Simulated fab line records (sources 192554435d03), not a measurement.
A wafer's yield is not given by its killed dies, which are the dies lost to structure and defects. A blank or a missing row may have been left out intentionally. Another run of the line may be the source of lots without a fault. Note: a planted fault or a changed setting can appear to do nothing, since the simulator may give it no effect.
The tool behind it: which one? + flow n5-finfet + 27 wafers from 9 lots sampled at 4 of the route's 1938 steps

WHAT EACH GAUGE READ, for each wafer
N5_BEOL_M4_RC_MEAS_101. Usual: DIBL_N 36.8 mV/V, standard deviation 1.5; DIBL_P 37.1 mV/V, standard deviation 2.1; IOFF_N 0.168 nA/um, standard deviation 0.03; IOFF_P 0.22 nA/um, standard deviation 0.034; ION_N 679 uA/um, standard deviation 12; ION_P 466 uA/um, standard deviation 8; SS_N 71.7 mV/dec, standard deviation 0.58; SS_P 73.5 mV/dec, standard deviation 0.67; VT_N 248.8 mV, standard deviation 2.7; VT_P -250 mV, standard deviation 3.3.
| lot  | measured     | on        | DIBL_N (mV/V)  | DIBL_P (mV/V)  | IOFF_N (nA/um)    | IOFF_P (nA/um) | ION_N (uA/um) | ION_P (uA/um) | SS_N (mV/dec)  | SS_P (mV/dec)  | VT_N (mV)         | VT_P (mV)      | flag |
|------|--------------|-----------|----------------|----------------|-------------------|----------------|---------------|---------------|----------------|----------------|-------------------|----------------|------|
| L948 | day 7 12:11  | prober-02 | 38.6 34.9 38.5 | 39.9 35.0 39.9 | 0.204 0.135 0.213 | 0.24 0.17 0.25 | 683 662 679   | 463 455 466   | 73.2 71.3 71.6 | 74.1 73.5 74.3 | 247.3 250.8 244.0 | -249 -256 -247 |      |
| L950 | day 8 13:29  | prober-01 | 37.0 36.9 37.1 | 36.1 36.0 36.1 | 0.146 0.146 0.148 | 0.19 0.20 0.20 | 678 675 672   | 461 462 461   | 71.5 70.6 70.9 | 73.5 72.9 73.4 | 249.8 247.4 248.0 | -253 -249 -250 |      |
| L952 | day 8 11:34  | prober-02 | 36.4 38.7 36.0 | 37.5 40.5 37.8 | 0.165 0.200 0.152 | 0.22 0.27 0.23 | 677 687 679   | 468 468 468   | 71.8 72.6 71.0 | 72.7 74.0 72.7 | 247.4 246.2 251.6 | -253 -247 -246 |      |
| L953 | day 8 17:46  | prober-01 | 37.7 39.2 34.7 | 38.3 37.7 33.1 | 0.187 0.213 0.126 | 0.26 0.24 0.17 | 678 680 667   | 467 460 458   | 72.6 72.9 71.5 | 74.2 73.9 73.1 | 247.7 248.0 252.7 | -246 -247 -252 |      |
| L954 | day 9 06:04  | prober-01 | 35.4 35.5 35.6 | 37.0 37.0 37.2 | 0.167 0.166 0.183 | 0.22 0.21 0.22 | 671 680 684   | 469 463 470   | 71.3 71.8 71.2 | 74.0 72.8 73.4 | 247.2 245.1 244.9 | -249 -248 -247 |      |
| L956 | day 9 19:59  | prober-02 | 38.5 35.3 37.8 | 38.9 36.3 39.0 | 0.202 0.153 0.204 | 0.22 0.19 0.24 | 682 678 696   | 455 466 467   | 72.4 72.1 72.0 | 74.0 73.2 74.1 | 246.2 250.0 245.2 | -250 -253 -249 |      |
| L957 | day 9 17:22  | prober-01 | 38.6 35.1 37.7 | 40.4 36.2 38.2 | 0.222 0.148 0.178 | 0.23 0.16 0.20 | 688 680 673   | 457 458 457   | 71.9 70.8 72.5 | 74.1 72.7 73.5 | 245.8 249.5 249.2 | -253 -257 -254 |      |
| L958 | day 10 00:07 | prober-02 | 41.4 36.5 38.9 | 41.8 36.5 41.4 | 0.298 0.150 0.217 | 0.28 0.18 0.27 | 707 660 677   | 468 452 467   | 72.8 70.7 72.4 | 74.9 74.0 74.1 | 242.1 251.1 244.8 | -250 -253 -249 |      |
| L970 | day 13 08:35 | prober-02 | 33.4 34.7 36.5 | 33.0 34.8 36.2 | 0.126 0.147 0.164 | 0.19 0.22 0.26 | 679 681 678   | 469 472 474   | 71.3 71.5 72.4 | 72.9 73.4 73.0 | 252.8 252.4 248.7 | -251 -247 -246 |      |

N5_PASSIVATION_OVL_MEAS_60. Usual: for TV_OVL the level is 1 nm and the standard deviation is 4.7.
| lot  | measured     | on         | TV_OVL (nm) | flag |
|------|--------------|------------|-------------|------|
| L948 | day 11 11:41 | overlay-02 | -6 3 10     |      |
| L950 | day 12 16:21 | overlay-02 | -1 9 7      |      |
| L952 | day 12 11:11 | overlay-02 | -2 0 0      |      |
| L953 | day 12 15:49 | overlay-01 | 1 2 5       |      |
| L954 | day 12 21:08 | overlay-02 | 0 -1 2      |      |
| L956 | day 13 13:13 | overlay-01 | 3 4 3       |      |
| L957 | day 13 07:22 | overlay-01 | 5 3 -4      |      |
| L958 | day 13 21:21 | overlay-02 | -8 2 -1     |      |
| L970 | day 17 12:55 | overlay-02 | -9 -6 -2    |      |

EACH LOT AND THE TOOL THAT RAN IT (in order: tool; ch and the chambers of the sampled wafers; start)
| lot  | N5_SD_EPI_N_ETCHBACK_44           | N5_MIM_BOT_ETCH_ETCH_04            |
|------|-----------------------------------|------------------------------------|
| L948 | rie-diel-06 ch 0,3, day 3 02:17   | rie-diel-01 ch 0,2, day 11 09:13   |
| L950 | rie-diel-06 ch 0,3, day 3 13:34   | rie-diel-02 ch 0,1,3, day 12 12:52 |
| L952 | rie-diel-06 ch 0,2, day 4 01:02   | rie-diel-02 ch 2,3, day 12 09:49   |
| L953 | rie-diel-01 ch 0,1,3, day 4 07:25 | rie-diel-06 ch 0,1,3, day 12 14:10 |
| L954 | rie-diel-02 ch 1,2, day 4 13:55   | rie-diel-02 ch 1,3, day 12 19:26   |
| L956 | rie-diel-06 ch 0,3, day 5 03:29   | rie-diel-06 ch 0,1,3, day 13 11:34 |
| L957 | rie-diel-06 ch 0,2,3, day 5 09:14 | rie-diel-01 ch 1,2, day 13 04:41   |
| L958 | rie-diel-06 ch 0,2,3, day 5 18:58 | rie-diel-02 ch 0,1,3, day 13 16:28 |
| L970 | rie-diel-01 ch 2,3, day 8 13:42   | rie-diel-06 ch 0,3, day 17 10:25   |
- N5_SD_EPI_N_ETCHBACK_44: etches SiNx in CH3F/O2, stops on SiO2, target depth 14.5 nm.
- N5_MIM_BOT_ETCH_ETCH_04: etches SiNx in CF4/O2, target depth 26 nm, time 13 s.

AS READ BY THE TOOLS THEMSELVES (means over the sampled wafers that have a number; for cases with no such wafer, the mark the record gives instead)
N5_SD_EPI_N_ETCHBACK_44. Usual: CH3F_flow_sccm 30.01 sccm, standard deviation 0.092; O2_flow_sccm 20.01 sccm, standard deviation 0.063; drypump-motor-current-A 5.7 A, standard deviation 0.44; oes-product-au 0.69 a.u., standard deviation 0.081; rf-vpp-V 294 V, standard deviation 5.4; showerhead-plenum-p-Torr 2.02 Torr, standard deviation 0.079; throttle-valve-pct 16.38 %, standard deviation 0.24.
| lot  | tool        | CH3F_flow_sccm (sccm) | O2_flow_sccm (sccm) | drypump-motor-current-A (A) | oes-product-au (a.u.) | rf-vpp-V (V) | showerhead-plenum-p-Torr (Torr) | throttle-valve-pct (%) | flag |
|------|-------------|-----------------------|---------------------|-----------------------------|-----------------------|--------------|---------------------------------|------------------------|------|
| L948 | rie-diel-06 | 29.97                 | 20.02               | 5.7                         | 0.78                  | 294          | 2.08                            | 16.17                  |      |
| L950 | rie-diel-06 | 30.03                 | 19.95               | 5.6                         | 0.74                  | 294          | 2.01                            | 16.27                  |      |
| L952 | rie-diel-06 | 30.00                 | 19.90               | 5.7                         | 0.73                  | 293          | 2.12                            | 16.31                  |      |
| L953 | rie-diel-01 | 30.19                 | 20.03               | 5.0                         | 0.71                  | 299          | 1.96                            | 16.31                  |      |
| L954 | rie-diel-02 | 29.89                 | 20.03               | 5.9                         | 0.62                  | 301          | 2.02                            | 16.46                  |      |
| L956 | rie-diel-06 | 30.05                 | 20.02               | 5.7                         | 0.74                  | 294          | 2.08                            | 16.21                  |      |
| L957 | rie-diel-06 | 30.02                 | 20.07               | 5.6                         | 0.69                  | 291          | 2.05                            | 16.41                  |      |
| L958 | rie-diel-06 | 30.01                 | 20.00               | 5.6                         | 0.69                  | 292          | 2.05                            | 16.42                  |      |
| L970 | rie-diel-01 | 29.99                 | 20.04               | 5.6                         | 0.78                  | 302          | 1.98                            | 16.14                  |      |

N5_MIM_BOT_ETCH_ETCH_04. Usual: O2_flow_sccm 10.00 sccm, standard deviation 0.032; drypump-motor-current-A 5.7 A, standard deviation 0.48; oes-product-au 0.81 a.u., standard deviation 0.068; rf-vpp-V 238 V, standard deviation 4.5; showerhead-plenum-p-Torr 2.20 Torr, standard deviation 0.08; throttle-valve-pct 15.99 %, standard deviation 0.18.
| lot  | tool        | O2_flow_sccm (sccm) | drypump-motor-current-A (A) | oes-product-au (a.u.) | rf-vpp-V (V) | showerhead-plenum-p-Torr (Torr) | throttle-valve-pct (%) | flag |
|------|-------------|---------------------|-----------------------------|-----------------------|--------------|---------------------------------|------------------------|------|
| L948 | rie-diel-01 | 10.01               | 5.2                         | 0.77                  | 237          | 2.20                            | 15.94                  |      |
| L950 | rie-diel-02 | 10.02               | 6.0                         | 0.82                  | 235          | 2.20                            | 15.95                  |      |
| L952 | rie-diel-02 | 10.00               | 5.9                         | 0.85                  | 244          | 2.22                            | 15.93                  |      |
| L953 | rie-diel-06 | 9.99                | 5.9                         | 0.83                  | 239          | 2.20                            | 15.91                  |      |
| L954 | rie-diel-02 | 10.03               | 6.2                         | 0.83                  | 235          | 2.15                            | 15.96                  |      |
| L956 | rie-diel-06 | 10.04               | 5.9                         | 0.83                  | 239          | 2.19                            | 15.93                  |      |
| L957 | rie-diel-01 | 10.01               | 5.8                         | 0.80                  | 239          | 2.20                            | 16.08                  |      |
| L958 | rie-diel-02 | 10.02               | 6.0                         | 0.81                  | 235          | 2.20                            | 15.98                  |      |
| L970 | rie-diel-06 | 9.98                | 5.7                         | 0.77                  | 236          | 2.17                            | 16.07                  |      |

THE ANSWER, worked out from the rows above alone
Rule: lot off if the mean of its wafers having a number is beyond 3 standard deviations from the usual mean. A lot without any number at a reading at which 4 lots or more have one is off too. Any other lot the step has rows for is counted as sound. Order of review: gauges by route order, followed by the tools' own readings, for which a lot's mean as printed above is used. At the first step where some lot is off, the reading lying furthest off is the one used; lots without a number count as furthest.
Across all readings shown, no lot is off: no conclusion can be drawn from this.

WHAT THE SIMULATOR PUT IN
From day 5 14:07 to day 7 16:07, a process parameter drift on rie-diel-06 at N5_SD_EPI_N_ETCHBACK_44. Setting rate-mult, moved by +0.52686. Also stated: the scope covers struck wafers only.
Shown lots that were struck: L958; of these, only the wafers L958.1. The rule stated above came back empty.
